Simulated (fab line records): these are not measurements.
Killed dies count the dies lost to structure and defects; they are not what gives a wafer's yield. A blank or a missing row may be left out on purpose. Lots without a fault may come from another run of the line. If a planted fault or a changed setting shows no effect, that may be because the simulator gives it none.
Which tool is to blame? ; flow n5Finfet ; 33 wafers from 11 lots sampled at 5 of the route's 1938 steps

## WHAT THE GAUGES READ, wafer by wafer
N5_FIN_CUT_OVL_MEAS_09. Usual: FIN_CUT_OVL gives -0.3 nm (standard deviation 0.65).
lot;measured;on;FIN_CUT_OVL (nm);flag
L398;day 2 15:38;overlay-02;-0.2 -0.5 -0.9;
L399;day 2 21:12;overlay-01;-0.6 0.1 0.2;
L401;day 3 08:13;overlay-01;-0.2 -0.3 0.6;
L402;day 3 15:11;overlay-02;-1.2 -0.1 -1.4;
L403;day 3 20:47;overlay-01;1.0 0.5 -0.7;
L404;day 4 04:14;overlay-01;-0.9 -1.0 -1.4;
L405;day 4 09:07;overlay-01;0.4 -0.1 -0.7;
L406;day 4 17:42;overlay-02;-0.4 -0.8 -1.3;
L408;day 5 05:54;overlay-01;1.3 1.3 -0.4;
L415;day 7 02:43;overlay-01;0.6 1.3 -0.1;
L417;day 7 09:17;overlay-02;0.0 0.2 -0.6;

N5_FIN_CUT_INSPECT_17: inspects for defects (brightfield). Usual: 262 for rawDefectCount, sd 78.
lot;measured;on;rawDefectCount;flag
L398;day 2 16:38;defectInspect-01;224 168 161;
L399;day 2 22:12;defectInspect-02;211 216 152;
L401;day 3 09:13;defectInspect-01;168 181 166;
L402;day 3 16:31;defectInspect-01;369 170 113;
L403;day 3 21:47;defectInspect-01;263 268 226;
L404;day 4 05:41;defectInspect-01;252 170 305;
L405;day 4 10:07;defectInspect-01;312 283 349;
L406;day 4 18:44;defectInspect-02;302 467 483;
L408;day 5 06:58;defectInspect-01;312 240 342;
L415;day 7 03:47;defectInspect-01;310 410 338;
L417;day 7 10:43;defectInspect-02;349 200 229;

N5_BEOL_M4_RC_MEAS_101. Usual: DIBL_N 36.2 mV/V, standard deviation 1.7; DIBL_P 36.6 mV/V, standard deviation 1.9; IOFF_N 0.16 nA/um, standard deviation 0.032; IOFF_P 0.21 nA/um, standard deviation 0.037; ION_N 675 uA/um, standard deviation 12; ION_P 460 uA/um, standard deviation 8.1; SS_N 71.4 mV/dec, standard deviation 0.58; SS_P 73.4 mV/dec, standard deviation 0.64; VT_N 249 mV, standard deviation 3.2; VT_P -252 mV, standard deviation 3.4.
lot;measured;on;DIBL_N (mV/V);DIBL_P (mV/V);IOFF_N (nA/um);IOFF_P (nA/um);ION_N (uA/um);ION_P (uA/um);SS_N (mV/dec);SS_P (mV/dec);VT_N (mV);VT_P (mV);flag
L398;day 8 10:26;prober-01;38.3 40.0 36.8;38.3 40.5 37.0;0.19 0.24 0.18;0.26 0.31 0.24;684 685 685;460 469 466;71.3 72.7 71.6;74.0 74.1 73.1;246 244 247;-247 -242 -246;
L399;day 8 15:17;prober-02;38.1 34.9 36.7;38.5 35.8 37.3;0.19 0.14 0.17;0.23 0.19 0.21;682 657 676;462 450 462;72.5 71.9 71.4;73.5 72.8 73.5;248 253 250;-250 -253 -253;
L401;day 9 02:31;prober-02;37.4 34.8 35.5;38.4 34.5 35.5;0.18 0.13 0.15;0.23 0.16 0.18;679 674 671;467 461 458;71.6 70.8 70.8;74.6 73.0 73.6;249 251 251;-246 -251 -253;
L402;day 9 08:15;prober-02;35.1 34.4 36.1;35.8 34.5 37.2;0.15 0.14 0.18;0.20 0.19 0.23;688 674 681;470 460 468;71.5 71.0 71.5;73.1 72.3 73.6;249 246 246;-250 -252 -248;
L403;day 9 11:34;prober-02;36.8 35.1 36.4;38.0 37.1 37.7;0.17 0.14 0.16;0.21 0.18 0.20;669 669 672;454 451 450;72.3 71.1 71.1;73.7 72.7 73.2;248 251 246;-254 -251 -253;
L404;day 9 11:06;prober-01;39.4 39.1 38.0;39.6 39.7 38.2;0.27 0.25 0.23;0.30 0.30 0.27;700 697 697;471 473 471;72.8 71.7 71.8;74.4 74.9 73.8;242 241 242;-245 -244 -250;
L405;day 9 16:11;prober-02;35.6 33.9 34.7;36.2 33.8 35.1;0.16 0.12 0.14;0.19 0.15 0.17;684 671 676;463 455 463;71.6 71.2 71.1;73.1 73.2 73.2;248 253 249;-250 -254 -253;
L406;day 10 10:41;prober-02;38.8 34.4 37.4;41.1 35.3 38.8;0.20 0.12 0.18;0.27 0.17 0.23;688 658 693;473 454 465;71.6 70.9 71.7;74.6 72.6 73.9;245 252 247;-250 -256 -253;
L408;day 11 02:02;prober-02;34.1 35.5 35.3;33.4 35.1 35.6;0.13 0.15 0.15;0.16 0.18 0.18;667 677 671;456 463 461;70.7 71.3 71.5;72.5 73.8 73.5;249 253 252;-254 -253 -254;
L415;day 12 18:07;prober-02;36.1 34.3 35.9;38.3 35.7 37.9;0.17 0.14 0.17;0.23 0.19 0.22;681 670 683;468 466 465;71.4 70.0 70.7;73.1 73.2 73.0;244 251 248;-250 -252 -250;
L417;day 13 02:18;prober-02;36.0 37.7 37.8;35.2 37.2 37.0;0.16 0.18 0.19;0.22 0.24 0.25;677 697 692;469 471 472;70.8 71.9 71.6;73.1 73.8 73.7;249 247 248;-249 -246 -247;

## EACH LOT AND THE TOOL THAT RAN IT (in order: tool; ch and the chambers of the sampled wafers; start)
lot;N5_FIN_CUT_PRECLEAN_35;N5_STI_FIN_REVEAL_ALD_00
L398;vaporEtch-02 ch 0,1, day 2 16:17;aldSin-02 ch 0,1,3, day 2 16:41
L399;vaporEtch-01 ch 0,1, day 2 21:50;aldSin-02 ch 0,1,3, day 2 22:37
L401;vaporEtch-02 ch 0,1, day 3 08:52;aldSin-01 ch 0,1,2, day 3 09:15
L402;vaporEtch-01 ch 0,1, day 3 16:01;aldSin-01 ch 0,1,3, day 3 16:33
L403;vaporEtch-02 ch 0,1, day 3 21:25;aldSin-01 ch 0,2,3, day 3 21:49
L404;vaporEtch-02 ch 0,1, day 4 05:19;aldSin-02 ch 0,3, day 4 05:45
L405;vaporEtch-02 ch 0,1, day 4 09:45;aldSin-01 ch 0,3, day 4 10:49
L406;vaporEtch-02 ch 0,1, day 4 18:22;aldSin-01 ch 0,1,2, day 4 18:46
L408;vaporEtch-02 ch 0,1, day 5 06:35;aldSin-02 ch 1,2,3, day 5 06:59
L415;vaporEtch-01 ch 0,1, day 7 03:23;aldSin-01 ch 1,2,3, day 7 03:50
L417;vaporEtch-01 ch 1, day 7 10:15;aldSin-01 ch 0,3, day 7 10:45
- N5_FIN_CUT_PRECLEAN_35: cleans in vHF, time 13.3 s.
- N5_STI_FIN_REVEAL_ALD_00: deposits SiO2, target thk 1 nm, pulse time 1 s.

## WHAT THE TOOLS THEMSELVES READ (means of the sampled wafers that have a number; where no wafer has one, the mark that the record gives instead)
N5_FIN_CUT_PRECLEAN_35. Usual: drypumpMotorCurrentA 5.92 A, standard deviation 0.14; tempC 44.99 C, standard deviation 0.11.
lot;tool;drypumpMotorCurrentA (A);tempC (C);flag
L398;vaporEtch-02;5.88;45.03;
L399;vaporEtch-01;6.00;44.92;
L401;vaporEtch-02;5.90;45.10;
L402;vaporEtch-01;6.05;45.00;
L403;vaporEtch-02;5.82;44.83;
L404;vaporEtch-02;5.86;45.01;
L405;vaporEtch-02;5.92;44.90;
L406;vaporEtch-02;5.89;44.92;
L408;vaporEtch-02;5.84;45.04;
L415;vaporEtch-01;6.07;44.96;
L417;vaporEtch-01;6.14;44.96;

N5_STI_FIN_REVEAL_ALD_00. Usual: heaterPowerW 490 W, standard deviation 44; precursorPulseHeightRel 1.000, standard deviation 0.021.
lot;tool;heaterPowerW (W);precursorPulseHeightRel;flag
L398;aldSin-02;509;0.962;
L399;aldSin-02;512;0.986;
L401;aldSin-01;474;0.994;
L402;aldSin-01;505;0.983;
L403;aldSin-01;472;0.987;
L404;aldSin-02;545;1.008;
L405;aldSin-01;501;1.008;
L406;aldSin-01;473;1.001;
L408;aldSin-02;471;0.994;
L415;aldSin-01;469;0.987;
L417;aldSin-01;509;0.981;

## THE ANSWER, worked out from the rows above alone
Rule: lot off if the mean of its wafers having a number is beyond 3 standard deviations from the usual mean. A lot without any number at a reading at which 4 lots or more have one is off too. Any other lot the step has rows for is counted as sound. After the gauges, taken in route order, come the tools' own readings; for these a lot's mean is taken, as printed above. At the first step where some lot is off, the reading lying furthest off is the one used; lots without a number count as furthest.
Across all readings shown, no lot is off: no conclusion can be drawn from this.

## WHAT THE SIMULATOR HAD PUT IN
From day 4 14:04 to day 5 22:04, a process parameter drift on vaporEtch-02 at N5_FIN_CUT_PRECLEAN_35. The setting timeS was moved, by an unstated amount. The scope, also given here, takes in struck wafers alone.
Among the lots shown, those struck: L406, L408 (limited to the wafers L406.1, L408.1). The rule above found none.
